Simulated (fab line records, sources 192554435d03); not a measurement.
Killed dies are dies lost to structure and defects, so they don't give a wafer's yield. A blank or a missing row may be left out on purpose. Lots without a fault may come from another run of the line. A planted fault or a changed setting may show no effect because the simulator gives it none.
Which tool did it? | flow n5_finfet | 13 lots, 39 wafers sampled, at 4 steps of a route of 1938

WHAT THE GAUGES READ, wafer by wafer
The record holds no reading of a measuring or inspecting step that can be judged against a usual standard deviation.

WHICH TOOL RAN EACH LOT (tool, then ch and the chambers of the sampled wafers, then the start)
lot  | N5_MOL_CONTACT_COAG_IMPLANT_129 | N5_MOL_CONTACT_COAG_TI_SIL_19 | N5_MOL_CONTACT_COAG_PRE_CLEAN_141 | N5_MOL_CONTACT_COAG_ANNEAL_113
L554 | implanter-01 ch 0, day 5 00:14  | pvd_sputter-01, day 5 00:51   | pvd_sputter-01, day 5 01:39       | rtp_anneal-01 ch 0, day 5 03:02
L556 | implanter-01 ch 0, day 5 08:56  | pvd_sputter-02, day 5 09:34   | pvd_sputter-03, day 5 10:55       | rtp_anneal-02 ch 0, day 5 11:44
L557 | implanter-01 ch 0, day 5 16:04  | pvd_sputter-01, day 5 17:07   | pvd_sputter-01, day 5 18:17       | rtp_anneal-02 ch 0, day 5 19:32
L558 | implanter-02 ch 0, day 5 19:24  | pvd_sputter-01, day 5 22:01   | pvd_sputter-01, day 5 23:10       | rtp_anneal-02 ch 0, day 6 00:29
L561 | implanter-02 ch 0, day 6 13:31  | pvd_sputter-03, day 6 14:16   | pvd_sputter-01, day 6 15:35       | rtp_anneal-01 ch 0, day 6 16:32
L563 | implanter-02 ch 0, day 7 02:58  | pvd_sputter-02, day 7 03:34   | pvd_sputter-03, day 7 05:14       | rtp_anneal-02 ch 0, day 7 06:02
L564 | implanter-02 ch 0, day 7 04:56  | pvd_sputter-03, day 7 05:24   | pvd_sputter-01, day 7 06:20       | rtp_anneal-02 ch 0, day 7 07:07
L565 | implanter-01 ch 0, day 7 19:10  | pvd_sputter-03, day 7 19:33   | pvd_sputter-03, day 7 20:59       | rtp_anneal-02 ch 0, day 7 22:19
L573 | implanter-01, day 9 12:45       | pvd_sputter-01, day 9 14:25   | pvd_sputter-02, day 9 15:10       | rtp_anneal-01 ch 0, day 9 16:01
L574 | implanter-01, day 9 19:02       | pvd_sputter-01, day 9 19:28   | pvd_sputter-02, day 9 20:46       | rtp_anneal-02 ch 0, day 9 21:34
L575 | implanter-01, day 10 05:13      | pvd_sputter-03, day 10 07:17  | pvd_sputter-03, day 10 08:29      | rtp_anneal-02 ch 0, day 10 09:37
L576 | implanter-01 ch 0, day 10 09:46 | pvd_sputter-01, day 10 10:14  | pvd_sputter-02, day 10 11:14      | rtp_anneal-02 ch 0, day 10 12:11
L577 | implanter-01 ch 0, day 10 10:38 | pvd_sputter-02, day 10 11:05  | pvd_sputter-03, day 10 12:07      | rtp_anneal-01 ch 0, day 10 13:09
- N5_MOL_CONTACT_COAG_IMPLANT_129
- N5_MOL_CONTACT_COAG_TI_SIL_19: material Ti, target thk 4.2 nm, time 15 s.
- N5_MOL_CONTACT_COAG_PRE_CLEAN_141: time 60 s.
- N5_MOL_CONTACT_COAG_ANNEAL_113: time 300 s.

WHAT THE TOOLS THEMSELVES READ (means of the sampled wafers that have a number; where no wafer has one, the mark that the record gives instead)
N5_MOL_CONTACT_COAG_IMPLANT_129. Usual: beam_energy_keV 2.9999, standard deviation 0.001; beam_on_s 35.9 s, standard deviation 0.98.
lot  | tool         | beam_energy_keV | beam_on_s (s) | flag
L554 | implanter-01 | 3.0011          | 36.0          |
L556 | implanter-01 | 2.9993          | 36.2          |
L557 | implanter-01 | 3.0008          | 36.8          |
L558 | implanter-02 | 3.0008          | 35.1          |
L561 | implanter-02 | 3.0003          | 35.6          |
L563 | implanter-02 | 3.0003          | 35.3          |
L564 | implanter-02 | 2.9997          | 35.0          |
L565 | implanter-01 | 2.9991          | 37.4          |
L573 | implanter-01 | -               | -             | OFF
L574 | implanter-01 | -               | -             | OFF
L575 | implanter-01 | -               | -             | OFF
L576 | implanter-01 | 2.9996          | 36.6          |
L577 | implanter-01 | 3.0007          | 36.9          |

N5_MOL_CONTACT_COAG_TI_SIL_19. Usual: throttle_valve_pct 30.0 %, standard deviation 1.4.
lot  | tool           | throttle_valve_pct (%) | flag
L554 | pvd_sputter-01 | 27.6                   |
L556 | pvd_sputter-02 | 30.1                   |
L557 | pvd_sputter-01 | 28.8                   |
L558 | pvd_sputter-01 | 30.1                   |
L561 | pvd_sputter-03 | 31.6                   |
L563 | pvd_sputter-02 | 29.8                   |
L564 | pvd_sputter-03 | 31.0                   |
L565 | pvd_sputter-03 | 31.3                   |
L573 | pvd_sputter-01 | 29.4                   |
L574 | pvd_sputter-01 | 29.0                   |
L575 | pvd_sputter-03 | 31.7                   |
L576 | pvd_sputter-01 | 29.6                   |
L577 | pvd_sputter-02 | 30.0                   |

N5_MOL_CONTACT_COAG_PRE_CLEAN_141. Usual: heater_power_w 457 W, standard deviation 45.
lot  | tool           | heater_power_w (W) | flag
L554 | pvd_sputter-01 | 439                |
L556 | pvd_sputter-03 | 463                |
L557 | pvd_sputter-01 | 407                |
L558 | pvd_sputter-01 | 398                |
L561 | pvd_sputter-01 | 413                |
L563 | pvd_sputter-03 | 464                |
L564 | pvd_sputter-01 | 411                |
L565 | pvd_sputter-03 | 446                |
L573 | pvd_sputter-02 | 526                |
L574 | pvd_sputter-02 | 481                |
L575 | pvd_sputter-03 | 484                |
L576 | pvd_sputter-02 | 527                |
L577 | pvd_sputter-03 | 491                |

N5_MOL_CONTACT_COAG_ANNEAL_113. Usual: lamp_power_pct 2.83 %, standard deviation 0.097; lamp_zone_3_pct 2.83 %, standard deviation 0.097; wafer_temp_C_max 401.9, standard deviation 0.44.
lot  | tool          | lamp_power_pct (%) | lamp_zone_3_pct (%) | wafer_temp_C_max | flag
L554 | rtp_anneal-01 | 2.71               | 2.71                | 401.5            |
L556 | rtp_anneal-02 | 2.91               | 2.91                | 401.6            |
L557 | rtp_anneal-02 | 2.91               | 2.91                | 401.7            |
L558 | rtp_anneal-02 | 2.91               | 2.91                | 401.8            |
L561 | rtp_anneal-01 | 2.71               | 2.71                | 401.6            |
L563 | rtp_anneal-02 | 2.91               | 2.91                | 401.9            |
L564 | rtp_anneal-02 | 2.91               | 2.91                | 402.2            |
L565 | rtp_anneal-02 | 2.91               | 2.91                | 401.5            |
L573 | rtp_anneal-01 | 2.71               | 2.71                | 402.2            |
L574 | rtp_anneal-02 | 2.91               | 2.91                | 402.3            |
L575 | rtp_anneal-02 | 2.91               | 2.91                | 402.5            |
L576 | rtp_anneal-02 | 2.91               | 2.91                | 401.8            |
L577 | rtp_anneal-01 | 2.71               | 2.71                | 401.7            |

THE ANSWER, worked out from the rows above alone
Rule: a lot is off if the mean of its wafers that have a number lies more than 3 standard deviations from the usual mean. A lot without any number at a reading at which 4 lots or more have one is off too. The other lots that the step has rows for count as sound. The gauges are gone through in route order, then the tools' own readings, and for those a lot's mean is taken as printed above. The first step at which some lot is off is used, and at that step the reading that is off furthest; a lot without a number counts as furthest.
Off: L573, L574, L575, at N5_MOL_CONTACT_COAG_IMPLANT_129 (beam_energy_keV). Without a number there: L573, L574, L575.
A tool fits if, at that step or a process step before it, it ran every lot that is off, and no sound lot after the first of them. None of those tried fits.

WHAT THE SIMULATOR HAD PUT IN
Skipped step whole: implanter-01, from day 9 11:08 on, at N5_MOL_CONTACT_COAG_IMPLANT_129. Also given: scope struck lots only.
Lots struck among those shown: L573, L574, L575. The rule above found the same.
